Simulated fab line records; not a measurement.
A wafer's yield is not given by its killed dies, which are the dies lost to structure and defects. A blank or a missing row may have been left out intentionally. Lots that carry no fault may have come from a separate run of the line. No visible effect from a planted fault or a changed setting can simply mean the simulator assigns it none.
Matching of chambers | flow n5 finfet | N5_BEOL_M4_PRE_CLEAN_60 on cvd co-01: 3 sister chambers
The step time 15 s. 6 wafers are shown with their chamber, then 12 later ones without.

## WAFERS, EACH WITH ITS CHAMBER
wafer  | chamber | heater power w (W)
L088.1 | 2       | 106
L088.2 | 1       | 94
L088.4 | 0       | 69
L093.3 | 2       | 105
L093.4 | 0       | 70
L093.6 | 1       | 96

## WAFERS WITHOUT THEIR CHAMBER
wafer  | heater power w (W)
L091.3 | 105
L091.5 | 105
L091.6 | 69
L090.2 | 71
L090.4 | 70
L090.5 | 104
L095.3 | 106
L095.5 | 71
L095.6 | 104
L092.1 | 105
L092.3 | 71
L092.5 | 69

## WHICH CHAMBER EACH WENT THROUGH
wafer  | from the rows above | in truth
L091.3 | 2                   | 2
L091.5 | 2                   | 2
L091.6 | 0                   | 0
L090.2 | 0                   | 0
L090.4 | 0                   | 0
L090.5 | 2                   | 2
L095.3 | 2                   | 2
L095.5 | 0                   | 0
L095.6 | 2                   | 2
L092.1 | 2                   | 2
L092.3 | 0                   | 0
L092.5 | 0                   | 0
Correctly placed: 12 of 12. Number that these rows cannot place: 0. Number placed wrongly: 0.
How it was worked out, from the rows above alone: a wafer's distance from a chamber is the root of the sum, over the readings, of the square of ((its reading less the chamber's mean) divided by the reading's scatter). The wafer belongs to the nearest chamber; if the next one is less than 2 further off, it can't be placed. A chamber's mean is the mean of its shown wafers. How the scatter is found: for the shown wafers, subtract from each reading the mean of its chamber, square and add these, divide the total by (wafers less chambers), then take the root.
